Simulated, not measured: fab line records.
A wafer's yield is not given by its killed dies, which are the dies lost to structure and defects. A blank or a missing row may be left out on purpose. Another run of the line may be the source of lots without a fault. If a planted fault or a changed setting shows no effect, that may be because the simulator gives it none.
Chamber matching + flow n5-finfet + pecvd-02 running N5_BEOL_M5_ILD_DEP_00: 3 sister chambers
The step deposits SiCOH lowk from DEMS/porogen, target thk 140.64 nm, time 25.9 s. 6 wafers are shown with their chamber, then 9 later ones without.

## EACH WAFER AND ITS CHAMBER
| wafer  | chamber | throttle-valve-pct (%) | heater-power-w (W) |
|--------|---------|------------------------|--------------------|
| L089.2 | 2       | 13.6                   | 256                |
| L089.3 | 0       | 13.4                   | 283                |
| L089.6 | 1       | 15.2                   | 349                |
| L090.1 | 1       | 15.0                   | 379                |
| L090.2 | 2       | 13.6                   | 252                |
| L090.3 | 0       | 13.4                   | 321                |

## WAFERS MISSING THEIR CHAMBER
| wafer  | throttle-valve-pct (%) | heater-power-w (W) |
|--------|------------------------|--------------------|
| L092.1 | 13.4                   | 306                |
| L092.4 | 13.6                   | 272                |
| L092.6 | 15.3                   | 389                |
| L095.2 | 13.5                   | 279                |
| L095.3 | 14.8                   | 372                |
| L095.5 | 15.0                   | 370                |
| L094.1 | 13.5                   | 289                |
| L094.2 | 15.3                   | 389                |
| L094.5 | 14.9                   | 326                |

## WHICH CHAMBER EACH ONE RAN IN
| wafer  | from the rows above     | in truth |
|--------|-------------------------|----------|
| L092.1 | 0                       | 0        |
| L092.4 | can't be placed: 2 or 0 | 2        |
| L092.6 | 1                       | 1        |
| L095.2 | can't be placed: 0 or 2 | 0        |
| L095.3 | 1                       | 1        |
| L095.5 | 1                       | 1        |
| L094.1 | can't be placed: 0 or 2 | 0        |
| L094.2 | 1                       | 1        |
| L094.5 | 1                       | 1        |
Correct placement for 6 of the 9. These rows do not allow placing 3 (true chamber among the candidates in 3). Placed wrongly: 0.
How it was worked out, from the rows above alone: a wafer's distance from a chamber is the root of the sum, over the readings, of the square of ((its reading less the chamber's mean) divided by the reading's scatter). If the next closest chamber is less than 2 further off than the closest, the wafer can't be placed; otherwise it belongs to the closest. For every chamber, the mean is computed from those of its wafers that are shown. The scatter: take each reading less its chamber's mean, square it, sum over the shown wafers, divide by the number of wafers less the number of chambers, and take the root.
